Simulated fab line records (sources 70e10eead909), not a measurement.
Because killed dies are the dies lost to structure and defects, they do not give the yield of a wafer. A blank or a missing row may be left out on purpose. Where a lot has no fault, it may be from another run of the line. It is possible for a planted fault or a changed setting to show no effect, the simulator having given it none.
Chamber matching    flow nandHarc    4 sister chambers for NHARC_A_STAIRCASE_ETCH_313 on rieDiel-01
The step etches the open film in CF4/CHF3. 16 wafers are shown with their chamber, then 8 later ones without.

WAFERS PAIRED WITH THEIR CHAMBERS
wafer   chamber  showerheadPlenumPTorr (Torr)  drypumpMotorCurrentA (A)  rfVppV (V)
L413.1  1        1.59                          5.6                       370.9
L413.2  3        1.50                          6.2                       367.8
L413.4  0        1.52                          5.4                       369.1
L417.4  1        1.59                          5.7                       371.6
L417.5  1        1.59                          5.6                       370.8
L417.6  0        1.52                          5.4                       368.5
L419.2  0        1.52                          5.3                       367.7
L419.3  3        1.49                          6.2                       368.6
L419.5  2        1.56                          5.9                       371.7
L418.4  3        1.49                          6.2                       368.4
L418.5  2        1.57                          6.0                       370.6
L418.6  1        1.59                          5.6                       371.2
L421.2  3        1.49                          6.2                       367.1
L421.3  1        1.59                          5.6                       369.8
L421.6  3        1.49                          6.2                       369.0
L426.1  3        1.49                          6.2                       366.8

SIGNATURES (means of the wafers above)
reading                chamber 0  chamber 1  chamber 2  chamber 3  scatter within a chamber
showerheadPlenumPTorr  1.5200     1.5900     1.5650     1.4917     0.00333
drypumpMotorCurrentA   5.367      5.620      5.950      6.200      0.0405
rfVppV                 368.433    370.860    371.150    367.950    0.773
Rule: distance of a wafer from a chamber = root of the sum over the readings of ((wafer's reading minus chamber's mean) / reading's scatter) squared. If the next closest chamber is less than 2 further off than the closest, the wafer can't be placed; otherwise it belongs to the closest. The scatter is the square root of a quotient: the sum, over the shown wafers, of each reading's squared deviation from its chamber's mean, divided by wafers minus chambers.

WAFERS WITHOUT THEIR CHAMBER
wafer   showerheadPlenumPTorr (Torr)  drypumpMotorCurrentA (A)  rfVppV (V)
L426.3  1.56                          6.0                       370.3
L426.4  1.51                          5.3                       368.4
L432.2  1.55                          5.9                       371.3
L432.4  1.48                          6.2                       367.1
L432.6  1.58                          5.7                       370.3
L431.2  1.55                          5.9                       370.1
L431.4  1.48                          6.2                       367.9
L431.5  1.48                          6.2                       367.0

EACH ONE'S CHAMBER
wafer   from the rows above  in truth
L426.3  2                    2
L426.4  0                    0
L432.2  2                    2
L432.4  3                    3
L432.6  1                    1
L431.2  2                    2
L431.4  3                    3
L431.5  3                    3
Placed correctly: 8 of 8. Left unplaced by these rows: 0. Wrongly placed: 0.
